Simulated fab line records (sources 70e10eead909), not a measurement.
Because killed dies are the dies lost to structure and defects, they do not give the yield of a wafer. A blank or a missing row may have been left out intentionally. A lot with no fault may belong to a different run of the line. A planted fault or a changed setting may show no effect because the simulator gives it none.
Which of the tools did it? -- flow nandHarc -- 39 wafers from 13 lots sampled at 5 of the route's 1302 steps

## WHAT THE GAUGES SHOWED, per wafer
NHARC_END_SORT_01. Usual: killedAtArray 56, standard deviation 18; killedAtOther 1.4, standard deviation 1.5; killedAtPeriphery 4, standard deviation 3.1; killedDies 61, standard deviation 19; killedOpen 3.5, standard deviation 1.8; killedShort 2.4, standard deviation 1.4.
lot,measured,on,killedAtArray,killedAtOther,killedAtPeriphery,killedDies,killedOpen,killedShort,flag
L241,day 30 07:24,prober-01,63,0,7,70,2,1,
L245,day 32 15:17,prober-02,50 52 48,1 1 4,4 3 3,55 56 55,2 6 4,2 6 1,

## TOOL THAT RAN EACH LOT (tool first, then ch and the chambers of the sampled wafers, then the start)
lot,NHARC_A_WL_FILL_ALD_00,NHARC_A_WL_FILL_ETCHBACK_17,NHARC_A_WL_FILL_CVD_23,NHARC_A_WL_FILL_CVD_20
L231,"aldHk-03 ch 0,3, day 20 04:37","rieMetal-01 ch 0,1, day 20 19:19","lpcvdPoly-02 ch 0, day 20 21:56","cvdW-02 ch 0,1, no start"
L233,"aldHk-03 ch 0,1,3, day 21 12:15","rieMetal-02 ch 0,1, day 22 06:32","lpcvdPoly-03 ch 0, day 22 09:04","cvdW-02 ch 0, no start"
L235,"aldHk-03 ch 0,1,2, day 21 16:56","rieMetal-03 ch 0,1, day 22 09:38","lpcvdPoly-03 ch 0, day 22 12:10","cvdW-02 ch 0,1, no start"
L236,"aldHk-03 ch 0,1,2, day 22 05:50","rieMetal-01 ch 0,1, day 22 22:48","lpcvdPoly-03 ch 0, day 23 01:22","cvdW-02 ch 0, no start"
L238,"aldHk-04 ch 1,2,3, day 23 06:09","rieMetal-01 ch 0,1, day 23 22:08","lpcvdPoly-01 ch 0, day 24 00:46","cvdW-02 ch 0,1, no start"
L237,"aldHk-02 ch 0,1,2, day 23 14:21","rieMetal-01 ch 0,1, day 24 01:41","lpcvdPoly-03 ch 0, day 24 04:16","cvdW-02 ch 1, no start"
L240,"aldHk-04 ch 0,2,3, day 23 23:20","rieMetal-01 ch 1, day 24 11:23","lpcvdPoly-03 ch 0, day 24 16:52","cvdW-02 ch 0,1, no start"
L244,"aldHk-02 ch 0,3, day 25 19:56","rieMetal-01 ch 0,1, day 26 10:05","lpcvdPoly-02 ch 0, day 26 12:25","cvdW-01 ch 0,1, no start"
L241,"aldHk-03 ch 0,3, day 25 23:38","rieMetal-02 ch 0, day 26 09:48","lpcvdPoly-02 ch 0, day 26 12:25","cvdW-01 ch 0,1, day 30 07:24 or earlier"
L245,"aldHk-02 ch 1,2,3, day 26 14:53","rieMetal-03 ch 0,1, day 27 08:14","lpcvdPoly-03 ch 0, day 28 14:56","cvdW-01 ch 0,1, day 32 15:17 or earlier"
L247,"aldHk-03 ch 0,3, day 26 14:54","rieMetal-03 ch 0,1, day 27 06:23","lpcvdPoly-03 ch 0, day 27 08:56","cvdW-01 ch 0,1, no start"
L250,"aldHk-02 ch 0,1,2, day 28 22:20","rieMetal-03 ch 0,1, day 29 10:10","lpcvdPoly-03 ch 0, day 29 12:41","cvdW-02 ch 0,1, no start"
L253,"aldHk-04 ch 1,2,3, day 29 16:08","rieMetal-01 ch 0,1, day 30 04:48","lpcvdPoly-01 ch 0, day 30 08:24","cvdW-01 ch 0,1, no start"
- NHARC_A_WL_FILL_ALD_00: deposits Al2O3, target thk 3 nm, pulse time 3 s, ald cycles 30.
- NHARC_A_WL_FILL_ETCHBACK_17: etches the open film in Cl2/BCl3, target depth 4 nm, time 26.7 s.
- NHARC_A_WL_FILL_CVD_23: deposits poly-Si, target thk 40 nm, time 800 s.
- NHARC_A_WL_FILL_CVD_20: deposits W, target thk 100 nm, time 74 s.

## AS READ BY THE TOOLS THEMSELVES (means over the sampled wafers that have a number; for cases with no such wafer, the mark the record gives instead)
NHARC_A_WL_FILL_ALD_00. Usual: heaterPowerW 463 W, standard deviation 56; precursorPulseHeightRel 1.000, standard deviation 0.021.
lot,tool,heaterPowerW (W),precursorPulseHeightRel,flag
L231,aldHk-03,400,0.996,
L233,aldHk-03,442,1.000,
L235,aldHk-03,467,0.992,
L236,aldHk-03,465,1.012,
L238,aldHk-04,460,1.004,
L237,aldHk-02,482,1.006,
L240,aldHk-04,456,1.011,
L244,aldHk-02,538,1.012,
L241,aldHk-03,429,1.004,
L245,aldHk-02,480,0.978,
L247,aldHk-03,395,1.014,
L250,aldHk-02,480,0.988,
L253,aldHk-04,451,1.012,

NHARC_A_WL_FILL_ETCHBACK_17. Usual: drypumpMotorCurrentA 5.5 A, standard deviation 0.41; oesProductAu 1.003 a.u., standard deviation 0.0099.
lot,tool,drypumpMotorCurrentA (A),oesProductAu (a.u.),flag
L231,rieMetal-01,5.5,1.010,
L233,rieMetal-02,5.8,1.006,
L235,rieMetal-03,4.9,1.002,
L236,rieMetal-01,5.5,1.006,
L238,rieMetal-01,5.5,1.001,
L237,rieMetal-01,5.4,1.005,
L240,rieMetal-01,5.2,0.997,
L244,rieMetal-01,5.4,1.002,
L241,rieMetal-02,5.3,1.008,
L245,rieMetal-03,5.1,1.002,
L247,rieMetal-03,5.1,0.997,
L250,rieMetal-03,5.1,0.998,
L253,rieMetal-01,5.7,1.007,

NHARC_A_WL_FILL_CVD_23. Usual: spikeTcLowerC 620.0 C, standard deviation 1.8; tubeCenterTempC 620 C, standard deviation 0.055.
lot,tool,spikeTcLowerC (C),tubeCenterTempC (C),flag
L231,lpcvdPoly-02,622.8,620,
L233,lpcvdPoly-03,618.8,620,
L235,lpcvdPoly-03,618.9,620,
L236,lpcvdPoly-03,618.9,620,
L238,lpcvdPoly-01,620.1,620,
L237,lpcvdPoly-03,618.5,620,
L240,lpcvdPoly-03,620.3,620,
L244,lpcvdPoly-02,622.0,620,
L241,lpcvdPoly-02,622.2,620,
L245,lpcvdPoly-03,619.3,620,
L247,lpcvdPoly-03,618.2,620,
L250,lpcvdPoly-03,618.1,620,
L253,lpcvdPoly-01,619.6,620,

NHARC_A_WL_FILL_CVD_20. Usual: heaterPowerW 823 W, standard deviation 50; mfcH2Sccm 1599 sccm, standard deviation 5.3; mfcWf6Sccm 39.98 sccm, standard deviation 0.11; throttleValvePct 7.80 %, standard deviation 0.21.
lot,tool,heaterPowerW (W),mfcH2Sccm (sccm),mfcWf6Sccm (sccm),throttleValvePct (%),flag
L231,cvdW-02,853,1597,39.93,7.64,
L233,cvdW-02,897,1594,39.97,7.59,
L235,cvdW-02,830,1599,40.03,7.66,
L236,cvdW-02,905,1601,40.03,7.58,
L238,cvdW-02,871,1598,40.13,7.70,
L237,cvdW-02,795,1600,39.90,7.84,
L240,cvdW-02,824,1592,40.07,7.69,
L244,cvdW-01,793,1606,40.06,8.00,
L241,cvdW-01,790,1598,39.91,7.79,
L245,cvdW-01,776,1599,39.94,8.00,
L247,cvdW-01,784,1597,39.87,7.76,
L250,cvdW-02,842,1600,39.96,7.69,
L253,cvdW-01,791,1597,40.04,8.03,

## THE ANSWER, worked out from the rows above alone
Rule: lot off if the mean of its wafers having a number is beyond 3 standard deviations from the usual mean. A lot without any number at a reading at which 4 lots or more have one is off too. All remaining lots with rows at the step are treated as sound. The gauges are gone through in route order, then the tools' own readings, and for those a lot's mean is taken as printed above. At the first step where some lot is off, the reading lying furthest off is the one used; lots without a number count as furthest.
No lot is off at any reading shown: from this, nothing can be told.

## WHAT HAD BEEN PUT IN BY THE SIMULATOR
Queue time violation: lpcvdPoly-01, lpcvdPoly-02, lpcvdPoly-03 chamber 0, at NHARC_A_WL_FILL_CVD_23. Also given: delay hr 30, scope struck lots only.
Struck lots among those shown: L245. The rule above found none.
